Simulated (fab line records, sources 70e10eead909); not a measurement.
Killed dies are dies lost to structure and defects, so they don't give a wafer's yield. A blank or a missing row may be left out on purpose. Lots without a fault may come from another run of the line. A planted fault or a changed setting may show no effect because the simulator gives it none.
A struck lot beside a sound one | flow nand_harc | 14 steps out of a route of 1302
Sound: wafers L363.1, L363.4, L363.5. Struck: wafers L365.2, L365.5, L365.6. The cause comes at the end.
At each step with rows: each side's tool, then ch and its chambers, then its first start. Under that, the readings that differ: sound wafers | struck wafers | difference of the means | sigmas: that difference in standard deviations of wafers without a fault.
alike: readings whose means differ by less than 2 such deviations, and words and numbers that are the same on both sides. not compared: withheld readings, readings that some wafer has no value for, bounds like >300 that may hide the same value, and numbers for which the record gives no deviation and whose values overlap.
The two part at a step that has a row with sigmas, a row that says differs or no value, or rows on one side only. Numbers that don't overlap but have no deviation are shown without sigmas and don't part them. A reading that every wafer of one side lacks parts them only if that side has two wafers or more.

first, 4 steps without rows for these wafers: NHARC_A_M1_EBR_05; NHARC_A_M1_EXPOSE_06 (exposes mask A M1, target cd 120 nm); NHARC_A_M1_PEB_07 (peb time 65 s); NHARC_A_M1_DEVELOP_08 (develop time 35 s).
NHARC_A_M1_CD_MEAS_09: target cd 120 nm.
  sound on cd_sem-03 ch 0, day 22 21:07; struck on cd_sem-01 ch 0, day 24 09:59
  alike: cd_nm
NHARC_A_M1_OVL_MEAS_10: pitch 240 nm.
  sound on overlay-01, day 22 21:12; struck on overlay-02, day 24 10:04
  alike: overlay_x_nm, overlay_y_nm
NHARC_A_M1_INSPECT_11:
  sound on defect_inspect-01, day 22 21:14; struck on defect_inspect-02, day 24 10:06
  alike: raw_defect_count
NHARC_A_M1_DESCUM_14: chemistry O2, time 3 s.
  sound on rie_diel-09 ch 1,2,3, day 22 21:18; struck on rie_diel-06 ch 0,2,3, day 24 10:11
  alike: drypump_motor_current_A, oes_product_au, rf_vpp_V, showerhead_plenum_p_Torr, throttle_valve_pct
  not compared: rf_hours_counter_h
NHARC_A_M1_ETCH_35: etches the open film in N2/H2, target depth 40 nm, overetch 12 nm, time 43.94 s.
  sound on rie_diel-09 ch 0,1,2, day 22 21:23; struck on rie_diel-06 ch 0,2,3, day 24 10:16
  alike: bias_w, chamber_pressure_mTorr, drypump_motor_current_A, n2_flow_sccm, oes_product_au, rf_fwd_power_W, rf_vpp_V, showerhead_plenum_p_Torr, throttle_valve_pct
  not compared: rf_hours_counter_h
NHARC_A_M1_ETCH_15: etches the open film in C4F8/Ar, target depth 182.5 nm, time 91.2 s.
  sound on rie_diel-09 ch 0,1; struck on rie_diel-06 ch 0,1,2
  reading               | sound             | struck            | difference | sigmas
  oes_product_au (a.u.) | 0.971 0.977 0.977 | 0.934 0.922 0.922 | -0.049     | -3
  alike: bias_w, chamber_pressure_mTorr, rf_fwd_power_W, rf_vpp_V
  not compared: rf_hours_counter_h
NHARC_A_M1_CD_MEAS_16:
  sound on cd_sem-01, day 22 21:36; struck on cd_sem-03, day 24 10:29
  alike: cd_nm
NHARC_A_M1_STRIP_18: strips in N2/H2.
  sound on rie_diel-06 ch 1,2, day 22 21:40; struck on rie_diel-09 ch 0,1,2, day 24 10:36
  alike: drypump_motor_current_A, n2_flow_sccm, oes_product_au, rf_fwd_power_W, rf_vpp_V, showerhead_plenum_p_Torr, throttle_valve_pct
  not compared: rf_hours_counter_h
NHARC_A_M1_ETCH_28: etches the open film in CF4/N2, target depth 30 nm, time 72.99 s.
  sound on rie_diel-06 ch 1,3, day 22 21:55; struck on rie_diel-09 ch 0,3, day 24 10:48
  no value came back on the struck wafers for any of 10 readings (bias_w (W), cf4_flow_sccm (sccm) and others); on the sound wafers bias_w (W) reads 100.5 99.8 100.3
  not compared: rf_hours_counter_h
then, 1 step without rows for these wafers: NHARC_A_M1_STRIP_19 (strips in post etch residue remover, time 600 s).

WHERE THEY PART
First at NHARC_A_M1_ETCH_15; last, within this record, at NHARC_A_M1_ETCH_28.

WHY: what the simulator had put in
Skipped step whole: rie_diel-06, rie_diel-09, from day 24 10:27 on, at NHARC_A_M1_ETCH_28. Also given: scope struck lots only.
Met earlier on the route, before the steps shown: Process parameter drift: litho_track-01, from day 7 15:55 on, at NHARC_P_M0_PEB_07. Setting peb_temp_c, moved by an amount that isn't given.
